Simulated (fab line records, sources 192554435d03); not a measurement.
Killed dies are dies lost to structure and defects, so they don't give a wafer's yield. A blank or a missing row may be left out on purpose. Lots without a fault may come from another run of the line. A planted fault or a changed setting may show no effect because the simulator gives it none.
Chamber matching | flow n5_finfet | N5_BEOL_M4_PECVD_72 on pecvd-04: 3 sister chambers
The step deposits SiO2 from TEOS/O2, target thk 16 nm, time 18 s. 3 wafers are shown with their chamber, then 12 later ones without.

WAFERS WITH THEIR CHAMBER
wafer  | chamber | throttle_valve_pct (%)
L088.5 | 2       | 22.1
L091.4 | 1       | 22.3
L091.6 | 0       | 21.0

WAFERS WITHOUT THEIR CHAMBER
wafer  | throttle_valve_pct (%)
L092.1 | 21.2
L092.2 | 22.3
L092.3 | 22.2
L093.2 | 22.3
L093.4 | 22.5
L093.5 | 22.2
L096.2 | 21.0
L096.4 | 22.2
L096.5 | 22.5
L097.3 | 21.1
L097.4 | 22.6
L097.5 | 21.2

WHICH CHAMBER EACH WENT THROUGH
wafer  | from the rows above     | in truth
L092.1 | 0                       | 0
L092.2 | can't be placed: 1 or 2 | 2
L092.3 | can't be placed: 2 or 1 | 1
L093.2 | can't be placed: 1 or 2 | 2
L093.4 | can't be placed: 1 or 2 | 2
L093.5 | can't be placed: 2 or 1 | 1
L096.2 | 0                       | 0
L096.4 | can't be placed: 2 or 1 | 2
L096.5 | can't be placed: 1 or 2 | 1
L097.3 | 0                       | 0
L097.4 | can't be placed: 1 or 2 | 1
L097.5 | 0                       | 0
Placed correctly: 4 of 12. Can't be placed from these rows: 8 (the true chamber is among the candidates in 8). Placed wrongly: 0.
How it was worked out, from the rows above alone: a wafer's distance from a chamber is the root of the sum, over the readings, of the square of ((its reading less the chamber's mean) divided by the reading's scatter). The wafer belongs to the nearest chamber; if the next one is less than 2 further off, it can't be placed. A chamber's mean is the mean of its shown wafers. The scatter: with one shown wafer a chamber, the root of the mean of the squares of how far each hidden wafer lies from its nearest shown one.
